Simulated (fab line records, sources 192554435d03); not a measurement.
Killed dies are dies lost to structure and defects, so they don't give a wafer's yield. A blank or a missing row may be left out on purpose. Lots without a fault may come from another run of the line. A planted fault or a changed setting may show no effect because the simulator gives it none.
Chamber matching | flow n5_finfet | N5_FIN_CUT_STRIP_24 on rie_diel-05: 4 sister chambers
The step strips in CF4. 8 wafers are shown with their chamber, then 11 later ones without.

WAFERS WITH THEIR CHAMBER
wafer  | chamber | showerhead_plenum_p_Torr (Torr) | throttle_valve_pct (%)
L077.6 | 3       | 1.77                            | 13.72
L081.2 | 2       | 1.70                            | 14.07
L081.6 | 0       | 1.91                            | 13.46
L082.4 | 3       | 1.77                            | 13.18
L084.2 | 2       | 1.70                            | 14.10
L084.5 | 1       | 1.92                            | 13.66
L084.6 | 0       | 1.91                            | 13.46
L090.3 | 1       | 1.91                            | 13.69

WAFERS WITHOUT THEIR CHAMBER
wafer  | showerhead_plenum_p_Torr (Torr) | throttle_valve_pct (%)
L090.4 | 1.91                            | 13.47
L090.6 | 1.91                            | 13.69
L095.2 | 1.91                            | 13.52
L095.5 | 1.91                            | 13.70
L095.6 | 1.91                            | 13.55
L096.1 | 1.91                            | 13.72
L096.2 | 1.91                            | 13.51
L096.5 | 1.91                            | 13.73
L097.3 | 1.76                            | 13.24
L097.4 | 1.91                            | 13.56
L097.5 | 1.91                            | 13.57

WHICH CHAMBER EACH WENT THROUGH
wafer  | from the rows above     | in truth
L090.4 | can't be placed: 0 or 1 | 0
L090.6 | can't be placed: 0 or 1 | 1
L095.2 | can't be placed: 0 or 1 | 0
L095.5 | can't be placed: 0 or 1 | 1
L095.6 | can't be placed: 0 or 1 | 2
L096.1 | can't be placed: 0 or 1 | 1
L096.2 | can't be placed: 0 or 1 | 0
L096.5 | can't be placed: 0 or 1 | 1
L097.3 | 3                       | 3
L097.4 | can't be placed: 0 or 1 | 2
L097.5 | can't be placed: 0 or 1 | 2
Placed correctly: 1 of 11. Can't be placed from these rows: 10 (the true chamber is among the candidates in 7). Placed wrongly: 0.
How it was worked out, from the rows above alone: a wafer's distance from a chamber is the root of the sum, over the readings, of the square of ((its reading less the chamber's mean) divided by the reading's scatter). The wafer belongs to the nearest chamber; if the next one is less than 2 further off, it can't be placed. A chamber's mean is the mean of its shown wafers. The scatter: the root of (the sum of the squares of (reading less its chamber's mean) over the shown wafers, divided by (wafers less chambers)).
